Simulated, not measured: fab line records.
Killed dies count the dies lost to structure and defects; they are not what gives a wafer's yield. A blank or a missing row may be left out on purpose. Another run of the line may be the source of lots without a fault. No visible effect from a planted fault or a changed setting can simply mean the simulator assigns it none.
Struck lot and sound lot, side by side + flow nand-harc + 14 steps out of a route of 1302
Sound: these wafers, L904.1, L904.3, L904.6. Wafers struck: L917.2, L917.3, L917.4. The cause is given at the end.
For every step that has rows: the tool of each side, followed by ch and its chambers, followed by its first start. Under that, the readings that differ: sound wafers + struck wafers + difference of the means + sigmas: that difference in standard deviations of wafers without a fault.
alike: readings with means less than 2 such deviations apart, plus words and numbers identical on both sides. not compared: withheld readings, readings lacking a value on some wafer, bounds such as >300 that could conceal the same value, and numbers that have no deviation in the record and whose values overlap.
The two part at a step that has a row with sigmas, a row that says differs or no value, or rows on one side only. Non-overlapping numbers with no deviation appear without sigmas and do not part them. Lack of a reading on every wafer of one side parts them only where that side has two or more wafers.

NHARC_A_WL_FILL_STRIP_27: strips in N2/H2, time 20 s.
  sound on plasma-asher-02 ch 0,1, day 21 08:31; struck on plasma-asher-01 ch 0,1, day 26 06:56
  alike: drypump-motor-current-A, heater-power-w, rf-refl-power-W, temp-c
  not compared: rf-hours-counter-h
then, 4 steps without rows for these wafers: NHARC_A_WL_FILL_STRIP_28 (strips in post etch residue remover, time 1200 s); NHARC_A_WL_FILL_PRECLEAN_06 (cleans in DIW, time 300 s); NHARC_A_WL_FILL_SRD_07; NHARC_A_WL_FILL_ANNEAL_08 (time 1800 s).
NHARC_A_WL_FILL_ALD_10: deposits SiO2, target thk 50 nm, pulse time 10 s, ald cycles 500.
  sound on ald-hk-02 ch 0,1,2, day 21 14:46; struck on ald-hk-01 ch 0,1,2, day 26 19:14
  alike: heater-power-w, precursor-pulse-height-rel
then, 1 step without rows for these wafers: NHARC_A_WL_FILL_ETCHBACK_16 (etches the open film in C4F8/O2/Ar, target depth 120 nm, time 24 s).
NHARC_A_WL_FILL_STRIP_29: strips in O2, time 20 s.
  sound on rie-diel-08 ch 0,3, day 21 18:28; struck on rie-diel-08 ch 1,2,3, day 26 23:56
  alike: drypump-motor-current-A, oes-product-au, rf-vpp-V, showerhead-plenum-p-Torr, throttle-valve-pct
  not compared: rf-hours-counter-h
NHARC_A_WL_FILL_ETCHBACK_17: etches the open film in Cl2/BCl3, target depth 4 nm, time 26.7 s.
  sound on rie-metal-02 ch 0, day 21 18:35; struck on rie-metal-02 ch 0,1, day 27 00:01
  alike: drypump-motor-current-A, oes-product-au
  not compared: rf-hours-counter-h
then, 2 steps without rows for these wafers: NHARC_A_WL_FILL_PRECLEAN_18 (cleans in dHF, time 30 s); NHARC_A_WL_FILL_SRD_21.
NHARC_A_WL_FILL_CVD_23: deposits poly-Si, target thk 40 nm, time 800 s.
  sound on lpcvd-poly-02 ch 0, day 21 21:07; struck on lpcvd-poly-02 ch 0, day 28 08:34
  alike: zone-power-centre-pct
NHARC_A_WL_FILL_ETCHBACK_26: etches the open film in HBr, target depth 52 nm, time 13.3 s.
  sound on rie-si-04 ch 1,2,3, day 21 23:45; struck on rie-si-04 ch 0,2,3, day 28 11:11
  alike: bias-w, drypump-motor-current-A, hbr-flow-sccm, oes-product-au, throttle-valve-pct
  not compared: rf-hours-counter-h
-- record jumps: 4 days between struck wafers' starts before vs after; left off in module A_WL_FILL, resumes in module END, first step shown is number 1302 of the route --
NHARC_END_SORT_01:
  sound on prober-01 ch 0, day 25 11:55; struck on prober-01 ch 0, day 32 01:02
  alike: killed-at-array, killed-at-other, killed-at-periphery, killed-dies, killed-open, killed-short

== WHERE THEY PART ==
Nowhere in this record.

WHY: what the simulator had put in
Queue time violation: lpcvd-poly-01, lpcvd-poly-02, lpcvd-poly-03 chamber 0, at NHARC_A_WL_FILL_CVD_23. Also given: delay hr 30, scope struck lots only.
